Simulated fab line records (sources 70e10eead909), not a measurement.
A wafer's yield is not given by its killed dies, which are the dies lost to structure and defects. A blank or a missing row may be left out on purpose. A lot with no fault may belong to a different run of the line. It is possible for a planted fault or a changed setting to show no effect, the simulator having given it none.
fab line records | flow nand_harc
record: lots: 11 | wafers: 33 | last_day: 34
route steps=1302 shown A_CHANNEL_HOLE_D1@472 A_CHANNEL_FILL_D1@501 A_DECK1_JOINT@518
lots that met no fault: taken from a fault-free run of the same line
start_h: start of the lot's first displayed wafer, in hours after the record's first day | wait_h: hours since the lot's step before | " unchanged from the row above | L1.1+2: one row covering several wafers at once | - no value, or no start given | * or withheld: withheld | < > ~ a bound
route shown NAME@n: names a module that has steps shown in the file, with the first one's number in the route | usual: mean/standard deviation taken from wafers without a fault | same: alike in all rows | chamber/n: place in a boat | sites: readings site by site | _std_site: standard deviation across them | _edge_site: mean of outer sites minus mean of inner sites | radius_mm: how far each site lies from the wafer's centre | mask NAME#n: copy n | behind: the tool/chamber that last shaped the wafer | hold: what put the lot on hold/how long, in hours/how the hold closed | device: whichever transistor did not switch (one of n, p or np) | end of line: tests of these same wafers at the route's end | a step with no rows: only its recipe | killed: the dies lost at the first sort to structure and to defects; this is not the yield of the wafer | map: dies across one wafer; x = killed, . = not, _ = none there
set.NAME: the run value of the setting; set.NAME@STEP: its run value at that earlier step | model.NAME: the simulator's own value behind a step, which no gauge read
route steps across a sampled set of lots; one table per step, one row per wafer
services: from which hour (start_h, from the record's first day; less than 0 if before it) a tool's chamber was out of use, for how many hours, and why
== steps ==
step: NHARC_A_CHANNEL_HOLE_D1_ETCH_20
recipe: bias_v: 3000 | source_w: withheld | pressure_mtorr: 20 | time_s: 361.9 | ar_flow_sccm: 375 | c4f8_flow_sccm: 89.3 | o2_flow_sccm: 35.7 | temp_c: -20 | target_depth_a: 16000 | chemistry: C4F8/O2/Ar
usual: drypump_motor_current_A: 5.5/0.37 | showerhead_plenum_p_Torr: 3.58/0.17 | throttle_valve_pct: 32.154/0.0093
lot.wafer | tool        | chamber | start_h | wait_h | drypump_motor_current_A | rf_hours_counter_h | showerhead_plenum_p_Torr | throttle_valve_pct
L371.1    | har_etch-02 | 1       | 185.22  | 0.1    | 5.8                     | 298                | 3.45                     | 32.151
L371.2    | "           | 0       | "       | "      | 5.7                     | 298                | 3.46                     | 32.152
L371.6    | "           | 0       | "       | "      | 5.7                     | -                  | 3.46                     | 32.163
L373.2    | har_etch-01 | 1       | 214.95  | 0.1    | 4.9                     | 100                | 3.72                     | 32.154
L373.1    | "           | 0       | "       | "      | 5.6                     | 100                | 3.52                     | 32.170
L373.3    | "           | 0       | "       | "      | 5.6                     | -                  | 3.52                     | 32.151
L375.2    | har_etch-01 | 1       | 235.42  | 0.1    | 4.9                     | 115                | 3.72                     | 32.156
L375.3    | "           | 1       | "       | "      | 4.9                     | -                  | 3.72                     | 32.157
L375.5    | "           | 0       | "       | "      | 5.6                     | -                  | 3.52                     | 32.159
L377.1    | har_etch-02 | 1       | 243.28  | 0.1    | 5.9                     | 333                | 3.43                     | 32.148
L377.2    | "           | 0       | "       | "      | 5.8                     | 318                | 3.45                     | 32.170
L377.4    | "           | 1       | "       | "      | 5.9                     | -                  | 3.43                     | 32.167
L376.2    | har_etch-01 | 1       | 243.56  | 0.1    | 4.9                     | 119                | 3.71                     | 32.166
L376.3    | "           | 1       | "       | "      | 4.9                     | -                  | 3.71                     | 32.158
L376.4    | "           | 0       | "       | "      | 5.6                     | -                  | 3.51                     | 32.161
L378.1    | har_etch-01 | 0       | 266.48  | 0.1    | 5.6                     | 130                | 3.51                     | 32.143
L378.3    | "           | 1       | "       | "      | 4.9                     | -                  | 3.71                     | 32.173
L378.5    | "           | 1       | "       | "      | 4.9                     | -                  | 3.71                     | 32.145
L380.1    | har_etch-02 | 0       | 283.83  | 0.1    | 5.8                     | 340                | 3.44                     | 32.161
L380.2    | "           | 1       | "       | "      | 5.8                     | 355                | 3.42                     | 32.150
L380.3    | "           | 0       | "       | "      | 5.7                     | -                  | 3.44                     | 32.150
L383.2    | har_etch-02 | 1       | 328.63  | 0.1    | 5.8                     | 379                | 3.41                     | 32.151
L383.5    | "           | 1       | "       | "      | 5.8                     | -                  | 3.41                     | 32.160
L383.6    | "           | 0       | "       | "      | 5.7                     | -                  | 3.43                     | 32.158
L384.2    | har_etch-02 | 1       | 332.85  | 0.1    | 5.8                     | 383                | 3.41                     | 32.151
L384.3    | "           | 0       | "       | "      | 5.7                     | -                  | 3.42                     | 32.150
L384.5    | "           | 0       | "       | "      | 5.7                     | -                  | 3.42                     | 32.144
L392.1    | har_etch-02 | 0       | 403.21  | 0.1    | 5.7                     | 4                  | 3.93                     | 32.146
L392.3    | "           | 1       | "       | "      | 5.8                     | -                  | 3.93                     | 32.145
L392.4    | "           | 0       | "       | "      | 5.8                     | -                  | 3.93                     | 32.160
L393.3    | har_etch-02 | 0       | 411.69  | 0.2    | 5.8                     | -                  | 3.93                     | 32.141
L393.4    | "           | 1       | "       | "      | 5.8                     | -                  | 3.93                     | 32.162
L393.6    | "           | 0       | "       | "      | 5.8                     | -                  | 3.93                     | 32.140
step: NHARC_A_CHANNEL_HOLE_D1_STRIP_27
recipe: o2_flow_sccm: 500 | ar_flow_sccm: 0 | bias_w: 0 | chemistry: O2
usual: drypump_motor_current_A: 5.7/0.48 | oes_product_au: 1.001/0.0095 | rf_vpp_V: 57.6/0.9 | showerhead_plenum_p_Torr: 3.45/0.13 | throttle_valve_pct: 17.036/0.0097
lot.wafer | tool        | chamber | start_h | wait_h | drypump_motor_current_A | oes_product_au | rf_hours_counter_h | rf_vpp_V | showerhead_plenum_p_Torr | throttle_valve_pct
L371.2    | rie_diel-05 | 2       | -       | -      | 5.8                     | 1.016          | 48                 | 56.5     | 3.48                     | 17.039
L371.1    | "           | 0       | "       | "      | 5.6                     | 1.006          | 48                 | 58.0     | 3.31                     | 17.044
L371.6    | "           | 0       | "       | "      | 5.6                     | 1.005          | -                  | 56.2     | 3.31                     | 17.038
L373.1    | rie_diel-01 | 3       | -       | -      | 5.3                     | 1.005          | 1                  | 58.0     | 3.62                     | 17.019
L373.2    | "           | 0       | "       | "      | 5.7                     | 1.002          | 1                  | 58.2     | 3.52                     | 17.039
L373.3    | "           | 2       | "       | "      | 5.2                     | 0.990          | 1                  | 57.4     | 3.35                     | 17.044
L375.3    | rie_diel-01 | 3       | -       | -      | 5.3                     | 1.007          | 2                  | 58.2     | 3.61                     | 17.027
L375.2    | "           | 0       | "       | "      | 5.6                     | 1.012          | 2                  | 58.4     | 3.52                     | 17.030
L375.5    | "           | 3       | "       | "      | 5.3                     | 1.008          | -                  | 57.9     | 3.62                     | 17.054
L377.4    | rie_diel-01 | 3       | -       | -      | 5.3                     | 0.996          | 3                  | 57.0     | 3.61                     | 17.026
L377.2    | "           | 0       | "       | "      | 5.6                     | 0.996          | 3                  | 59.0     | 3.52                     | 17.035
L377.1    | "           | 1       | "       | "      | 6.5                     | 1.005          | 3                  | 58.6     | 3.37                     | 17.034
L376.3    | rie_diel-05 | 1       | -       | -      | 6.2                     | 0.989          | 3                  | 57.6     | 3.81                     | 17.026
L376.2    | "           | 2       | "       | "      | 5.8                     | 1.003          | 3                  | 57.6     | 3.47                     | 17.040
L376.4    | "           | 0       | "       | "      | 5.6                     | 1.010          | -                  | 56.4     | 3.30                     | 17.027
L378.1    | rie_diel-01 | 1       | -       | -      | 6.5                     | 1.005          | 4                  | 56.4     | 3.37                     | 17.048
L378.3    | "           | 0       | "       | "      | 5.6                     | 1.013          | 4                  | 57.6     | 3.52                     | 17.034
L378.5    | "           | 2       | "       | "      | 5.2                     | 1.000          | -                  | 57.5     | 3.35                     | 17.040
L380.1    | rie_diel-01 | 1       | -       | -      | 6.5                     | 0.989          | 6                  | 56.1     | 3.36                     | 17.034
L380.2    | "           | 3       | "       | "      | 5.3                     | 1.000          | 7                  | 58.5     | 3.61                     | 17.039
L380.3    | "           | 0       | "       | "      | 5.7                     | 1.007          | 6                  | 57.7     | 3.52                     | 17.027
L383.2    | rie_diel-05 | 2       | -       | -      | 5.8                     | 1.019          | 31                 | 57.5     | 3.46                     | 17.043
L383.5    | "           | 3       | "       | "      | 6.0                     | 1.004          | -                  | 57.1     | 3.51                     | 17.048
L383.6    | "           | 0       | "       | "      | 5.7                     | 1.023          | -                  | 58.6     | 3.28                     | 17.058
L384.2    | rie_diel-01 | 0       | -       | -      | 5.6                     | 0.994          | 10                 | 57.6     | 3.52                     | 17.048
L384.3    | "           | 2       | "       | "      | 5.1                     | 0.991          | 9                  | 58.3     | 3.35                     | 17.048
L384.5    | "           | 2       | "       | "      | 5.1                     | 0.990          | -                  | 58.2     | 3.35                     | 17.038
L392.3    | rie_diel-01 | 2       | -       | -      | 5.1                     | 1.005          | 2                  | 57.5     | 3.35                     | 17.028
L392.1    | "           | 3       | "       | "      | 5.3                     | 1.006          | 2                  | 57.4     | 3.61                     | 17.037
L392.4    | "           | 0       | "       | "      | 5.6                     | 1.007          | 2                  | 58.4     | 3.52                     | 17.040
L393.4    | rie_diel-01 | 1       | -       | -      | 6.5                     | 0.990          | 2                  | 57.3     | 3.36                     | 17.042
L393.3    | "           | 3       | "       | "      | 5.4                     | 1.018          | 3                  | 59.0     | 3.61                     | 17.031
L393.6    | "           | 1       | "       | "      | 6.5                     | 0.991          | -                  | 57.8     | 3.36                     | 17.026
step: NHARC_A_CHANNEL_FILL_D1_STRIP_28
recipe: time_s: 20 | o2_flow_sccm: 500 | ar_flow_sccm: 0 | bias_w: 0 | chemistry: O2
usual: drypump_motor_current_A: 5.8/0.5 | oes_product_au: 0.999/0.0086 | rf_vpp_V: 57.9/0.91 | showerhead_plenum_p_Torr: 3.62/0.13 | throttle_valve_pct: 17.037/0.0095
lot.wafer | tool        | chamber | start_h | wait_h | drypump_motor_current_A | oes_product_au | rf_hours_counter_h | rf_vpp_V | showerhead_plenum_p_Torr | throttle_valve_pct
L371.2    | rie_diel-10 | 0       | 215.93  | 0.1    | 5.2                     | 0.990          | 7                  | 58.8     | 3.70                     | 17.036
L371.1    | "           | 3       | "       | "      | 5.6                     | 1.005          | 8                  | 58.8     | 3.74                     | 17.025
L371.6    | "           | 3       | "       | "      | 5.6                     | 0.994          | -                  | 57.0     | 3.74                     | 17.046
L373.1    | rie_diel-09 | 1       | 244.96  | 0.1    | 6.3                     | 0.991          | 4                  | 58.5     | 3.53                     | 17.039
L373.3    | "           | 2       | "       | "      | 5.3                     | 1.016          | 5                  | 57.3     | 3.36                     | 17.043
L373.2    | "           | 0       | "       | "      | 6.5                     | 1.014          | 4                  | 57.7     | 3.75                     | 17.038
L375.2    | rie_diel-10 | 1       | 265.68  | 0.1    | 6.5                     | 0.992          | 1                  | 57.7     | 3.43                     | 17.049
L375.3    | "           | 2       | "       | "      | 5.9                     | 0.996          | 1                  | 56.8     | 3.60                     | 17.035
L375.5    | "           | 1       | "       | "      | 6.5                     | 0.998          | -                  | 58.3     | 3.43                     | 17.046
L376.3    | rie_diel-09 | 2       | 273.25  | 0.1    | 5.3                     | 1.006          | 7                  | 58.0     | 3.36                     | 17.034
L376.2    | "           | 1       | "       | "      | 6.2                     | 1.001          | 5                  | 56.7     | 3.53                     | 17.048
L376.4    | "           | 1       | "       | "      | 6.2                     | 0.993          | -                  | 57.8     | 3.53                     | 17.027
L377.2    | rie_diel-10 | 0       | 273.64  | 0.4    | 5.2                     | 1.006          | 2                  | 58.3     | 3.70                     | 17.045
L377.1    | "           | 1       | "       | "      | 6.5                     | 0.994          | 2                  | 57.3     | 3.43                     | 17.047
L377.4    | "           | 1       | "       | "      | 6.5                     | 0.991          | -                  | 57.4     | 3.43                     | 17.031
L378.1    | rie_diel-09 | 1       | 296.48  | 0.1    | 6.3                     | 0.988          | 6                  | 56.8     | 3.53                     | 17.032
L378.3    | "           | 0       | "       | "      | 6.5                     | 1.008          | 8                  | 57.5     | 3.75                     | 17.033
L378.5    | "           | 1       | "       | "      | 6.3                     | 0.997          | -                  | 57.7     | 3.53                     | 17.029
L380.2    | rie_diel-06 | 1       | 320.81  | 0.1    | 6.1                     | 0.995          | 0                  | 55.8     | 3.74                     | 17.044
L380.3    | "           | 2       | "       | "      | 5.5                     | 1.006          | 0                  | 59.2     | 3.70                     | 17.039
L380.1    | "           | 3       | "       | "      | 5.6                     | 1.013          | 0                  | 58.6     | 3.75                     | 17.055
L383.2    | rie_diel-09 | 0       | 358.78  | 0.1    | 6.5                     | 1.002          | 1                  | 57.1     | 3.74                     | 17.025
L383.5    | "           | 2       | "       | "      | 5.2                     | 0.999          | -                  | 58.5     | 3.35                     | 17.041
L383.6    | "           | 3       | "       | "      | 6.3                     | 0.998          | -                  | 58.2     | 3.47                     | 17.049
L384.3    | rie_diel-09 | 0       | 362.95  | 0.1    | 6.5                     | 0.999          | 2                  | 57.7     | 3.74                     | 17.041
L384.2    | "           | 3       | "       | "      | 6.4                     | 0.987          | 2                  | 58.5     | 3.47                     | 17.034
L384.5    | "           | 1       | "       | "      | 6.2                     | 1.013          | -                  | 57.5     | 3.53                     | 17.034
L392.4    | rie_diel-10 | 0       | 433.50  | 0.1    | 5.3                     | 0.986          | 0                  | 57.7     | 3.69                     | 17.025
L392.3    | "           | 1       | "       | "      | 6.5                     | 0.991          | 0                  | 57.9     | 3.42                     | 17.033
L392.1    | "           | 2       | "       | "      | 5.9                     | 0.991          | 0                  | 58.5     | 3.60                     | 17.036
L393.3    | rie_diel-10 | 1       | 444.80  | 0.1    | 6.5                     | 0.993          | 1                  | 58.3     | 3.42                     | 17.033
L393.4    | "           | 3       | "       | "      | 5.6                     | 0.996          | 1                  | 57.0     | 3.73                     | 17.050
L393.6    | "           | 1       | "       | "      | 6.5                     | 0.991          | -                  | 57.8     | 3.42                     | 17.046
step: NHARC_A_DECK1_JOINT_ETCHBACK_07
recipe: target_depth_a: 1050 | time_s: 26.9 | hbr_flow_sccm: 150 | rf_w: 350 | icp_w: 350 | bias_w: 60 | chemistry: HBr
usual: drypump_motor_current_A: 5.9/0.51 | oes_product_au: 1.000/0.0096 | run_length_s: 48.2/0.38 | throttle_valve_pct: 23.266/0.0088
lot.wafer | tool      | chamber | start_h | wait_h | drypump_motor_current_A | oes_product_au | rf_hours_counter_h | run_length_s | throttle_valve_pct
L371.1    | rie_si-01 | 3       | 239.80  | 0.1    | 6.6                     | 1.003          | 0.24               | 48.2         | 23.276
L371.2    | "         | 0       | "       | "      | 5.8                     | 1.000          | 0.20               | 48.8         | 23.266
L371.6    | "         | 3       | "       | "      | 6.6                     | 1.003          | -                  | 48.5         | 23.272
L373.3    | rie_si-03 | 1       | 268.41  | 0.1    | 5.7                     | 0.984          | 0.20               | 48.0         | 23.271
L373.2    | "         | 2       | "       | "      | 5.0                     | 1.003          | 0.20               | 48.0         | 23.266
L373.1    | "         | 0       | "       | "      | 6.2                     | 1.006          | 0.25               | 48.5         | 23.256
L375.2    | rie_si-05 | 3       | 291.11  | 0.1    | 5.9                     | 0.981          | 0.95               | 48.4         | 23.267
L375.3    | "         | 0       | "       | "      | 5.5                     | 0.990          | 0.98               | 47.8         | 23.245
L375.5    | "         | 3       | "       | "      | 5.9                     | 0.986          | -                  | 48.0         | 23.253
L377.4    | rie_si-01 | 3       | 296.65  | 0.1    | 6.6                     | 0.995          | 0.61               | 47.6         | 23.256
L377.1    | "         | 0       | "       | "      | 5.8                     | 0.997          | 0.59               | 48.3         | 23.264
L377.2    | "         | 2       | "       | "      | 6.0                     | 0.982          | 0.53               | 48.6         | 23.279
L376.4    | rie_si-05 | 1       | 296.79  | 0.1    | 6.5                     | 0.970          | 1.18               | 47.8         | 23.261
L376.2    | "         | 2       | "       | "      | 6.3                     | 1.002          | 1.15               | 48.5         | 23.261
L376.3    | "         | 3       | "       | "      | 5.9                     | 0.986          | 0.99               | 48.0         | 23.254
L378.3    | rie_si-01 | 0       | 320.57  | 0.1    | 5.8                     | 0.994          | 0.71               | 48.1         | 23.263
L378.1    | "         | 2       | "       | "      | 6.0                     | 0.991          | 0.66               | 49.2         | 23.253
L378.5    | "         | 0       | "       | "      | 5.8                     | 0.998          | -                  | 48.1         | 23.262
L380.1    | rie_si-05 | 1       | 344.40  | 0.1    | 6.5                     | 1.008          | 0.24               | 47.7         | 23.265
L380.3    | "         | 3       | "       | "      | 5.9                     | 0.989          | 0.18               | 48.0         | 23.267
L380.2    | "         | 0       | "       | "      | 5.5                     | 0.989          | 0.16               | 47.9         | 23.256
L383.2    | rie_si-05 | 1       | 382.67  | 0.1    | 6.5                     | 1.016          | 0.54               | 47.6         | 23.257
L383.6    | "         | 0       | "       | "      | 5.5                     | 1.004          | -                  | 47.2         | 23.281
L383.5    | "         | 1       | "       | "      | 6.5                     | 1.008          | -                  | 46.8         | 23.257
L384.3    | rie_si-01 | 1       | 386.62  | 0.1    | 4.9                     | 1.006          | 0.10               | 48.5         | 23.269
L384.2    | "         | 2       | "       | "      | 5.9                     | 0.981          | 0.12               | 48.6         | 23.263
L384.5    | "         | 1       | "       | "      | 4.9                     | 1.001          | -                  | 47.9         | 23.261
L392.1    | rie_si-01 | 3       | 457.56  | 0.1    | 6.6                     | 0.974          | 0.60               | 47.7         | 23.270
L392.4    | "         | 0       | "       | "      | 5.8                     | 1.006          | 0.60               | 48.2         | 23.264
L392.3    | "         | 1       | "       | "      | 4.9                     | 1.009          | 0.48               | 48.1         | 23.253
L393.3    | rie_si-01 | 0       | 474.32  | 0.1    | 5.8                     | 1.000          | 0.73               | 48.2         | 23.266
L393.4    | "         | 1       | "       | "      | 4.9                     | 1.017          | 0.54               | 47.9         | 23.292
L393.6    | "         | 0       | "       | "      | 5.8                     | 1.005          | -                  | 48.8         | 23.251
== services ==
tool        | chamber | start_h | hours | kind
rie_diel-09 | 1       | 163.64  | 11.2  | repair
rie_diel-10 | 0       | 180.01  | 13.8  | repair
rie_diel-09 | 3       | 180.94  | 5.6   | repair
rie_si-01   | 3       | 183.98  | 4.1   | repair
rie_diel-10 | 2       | 192.75  | 4.9   | repair
rie_si-01   | -       | 193.00  | 9.0   | pm
rie_diel-09 | 1       | 194.87  | 19.0  | repair
rie_diel-01 | -       | 203.84  | 9.0   | pm
rie_diel-10 | -       | 207.86  | 0.3   | repair
rie_diel-09 | 0       | 208.86  | 3.3   | repair
rie_diel-10 | 2       | 212.57  | 17.4  | repair
rie_diel-09 | 3       | 214.46  | 12.9  | repair
rie_diel-01 | -       | 225.73  | 0.3   | repair
rie_diel-10 | -       | 242.52  | 9.0   | pm
rie_si-01   | -       | 279.73  | 0.2   | repair
rie_diel-01 | 1       | 334.25  | 12.9  | repair
rie_si-01   | -       | 355.28  | 1.2   | repair
rie_si-01   | -       | 370.00  | 9.0   | pm
har_etch-02 | -       | 377.29  | 17.0  | pm
rie_diel-01 | -       | 380.84  | 9.0   | pm
rie_si-01   | 2       | 405.04  | 1.4   | repair
rie_si-01   | 1       | 409.52  | 8.8   | repair
rie_si-01   | -       | 423.72  | 0.4   | repair
rie_diel-01 | 2       | 440.25  | 1.5   | repair
== key ==
first_sign: step: NHARC_A_DECK1_JOINT_ETCHBACK_07 | reading: run_length_s | direction: down | sigmas: 3 | usual: * | struck: *
effect none on later readings
met_at NHARC_A_DECK1_JOINT_ETCHBACK_07
struck_lots L383
struck_wafers L383.5,L383.6
tester_left_out L383
not_acting_at NHARC_A_CHANNEL_HOLE_D1_ETCH_20,NHARC_A_CHANNEL_HOLE_D1_STRIP_27,NHARC_A_CHANNEL_FILL_D1_STRIP_28
onset_between 344.40 382.67
fault: kind: process_parameter_drift | tool: rie_si-05 | chamber: - | onset_h: 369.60 | steps: NHARC_A_DECK1_JOINT_ETCHBACK_07 | channel: time_s | offset: * | shape: step | end_h: 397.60 | scope: struck_wafers_only | acts_in: * | stated: *
tester_left_out: of these lots the tester's yield and bins aren't shown, on N5 and GAA mostly nor the transistor test; their killed dies are dies lost to structure and defects alone, not to doping, threshold or leakage, so they don't give the yield
